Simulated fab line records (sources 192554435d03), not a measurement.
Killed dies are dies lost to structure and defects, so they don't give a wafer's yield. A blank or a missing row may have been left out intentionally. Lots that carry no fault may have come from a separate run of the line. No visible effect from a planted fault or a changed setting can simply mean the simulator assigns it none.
Which tool was responsible? / flow n5-finfet / Sampling: 10 lots, 30 wafers, 2 of 1938 route steps

WHAT THE GAUGES READ, wafer by wafer
N5_BEOL_M9_THK_MEAS_01.
lot=L425; measured=day 9 19:34; on=film-metro-01; M9_ILD_THK (nm)=268 269 272
lot=L424; measured=day 10 03:03; on=film-metro-01; M9_ILD_THK (nm)=265 266 271
lot=L431; measured=day 11 22:10; on=film-metro-01; M9_ILD_THK (nm)=265 267 273
lot=L436; measured=day 13 01:19; on=film-metro-01; M9_ILD_THK (nm)=264 271 269
lot=L437; measured=day 13 01:07; on=film-metro-02; M9_ILD_THK (nm)=262 260 267
lot=L438; measured=day 13 09:08; on=film-metro-02; M9_ILD_THK (nm)=265 267 267
lot=L439; measured=day 13 16:30; on=film-metro-02; M9_ILD_THK (nm)=266 268 268
lot=L444; measured=day 15 09:22; on=film-metro-01; M9_ILD_THK (nm)=267 270 270
lot=L446; measured=day 15 09:56; on=film-metro-01; M9_ILD_THK (nm)=263 266 266
lot=L447; measured=day 15 20:37; on=film-metro-01; M9_ILD_THK (nm)=262 272 269

WHAT TOOL EACH LOT RAN ON (gives the tool, then ch and the chambers of the sampled wafers, and finally the start)
lot=L425; N5_BEOL_M8_SPUTTER_48=pvd-sputter-02, day 9 17:51
lot=L424; N5_BEOL_M8_SPUTTER_48=pvd-sputter-01, day 10 01:18
lot=L431; N5_BEOL_M8_SPUTTER_48=pvd-sputter-03, day 11 19:58
lot=L436; N5_BEOL_M8_SPUTTER_48=pvd-sputter-03, day 12 23:14
lot=L437; N5_BEOL_M8_SPUTTER_48=pvd-sputter-03, day 12 23:32
lot=L438; N5_BEOL_M8_SPUTTER_48=pvd-sputter-03, day 13 07:32
lot=L439; N5_BEOL_M8_SPUTTER_48=pvd-sputter-02, day 13 14:28
lot=L444; N5_BEOL_M8_SPUTTER_48=pvd-sputter-01, day 15 06:49
lot=L446; N5_BEOL_M8_SPUTTER_48=pvd-sputter-03, day 15 08:13
lot=L447; N5_BEOL_M8_SPUTTER_48=pvd-sputter-02, day 15 18:55
- N5_BEOL_M8_SPUTTER_48: material Cu, target thk 10 nm, time 1.667 s.

WHAT THE TOOLS THEMSELVES READ (means of the sampled wafers that have a number; where no wafer has one, the mark that the record gives instead)
N5_BEOL_M8_SPUTTER_48.
lot=L425; tool=pvd-sputter-02; throttle-valve-pct (%)=30.1
lot=L424; tool=pvd-sputter-01; throttle-valve-pct (%)=29.9
lot=L431; tool=pvd-sputter-03; throttle-valve-pct (%)=28.5
lot=L436; tool=pvd-sputter-03; throttle-valve-pct (%)=29.7
lot=L437; tool=pvd-sputter-03; throttle-valve-pct (%)=30.2
lot=L438; tool=pvd-sputter-03; throttle-valve-pct (%)=30.0
lot=L439; tool=pvd-sputter-02; throttle-valve-pct (%)=29.7
lot=L444; tool=pvd-sputter-01; throttle-valve-pct (%)=29.0
lot=L446; tool=pvd-sputter-03; throttle-valve-pct (%)=29.7
lot=L447; tool=pvd-sputter-02; throttle-valve-pct (%)=29.3

THE ANSWER, worked out from the rows above alone
Rule: what is usual is taken from the lots themselves. Put in order of their means at a reading, lots are off if they are a third of the lots or fewer, leave a main group of 4 or more, and stand apart from it by a gap of 3 or more times the standard deviation of the main group's means; of several such gaps the widest counts. A main group whose means are all the same, to the digits that the tables above print for the reading, isn't used. Also off: a lot with no number at a reading for which 4 or more lots have one. The other lots that the step has rows for count as sound. The gauges are gone through in route order, then the tools' own readings, and for those a lot's mean is taken as printed above. The first step at which some lot is off is used, and at that step the reading that is off furthest; a lot without a number counts as furthest.
None of the lots is off at any reading shown; this tells nothing.

WHAT THE SIMULATOR HAD PUT IN
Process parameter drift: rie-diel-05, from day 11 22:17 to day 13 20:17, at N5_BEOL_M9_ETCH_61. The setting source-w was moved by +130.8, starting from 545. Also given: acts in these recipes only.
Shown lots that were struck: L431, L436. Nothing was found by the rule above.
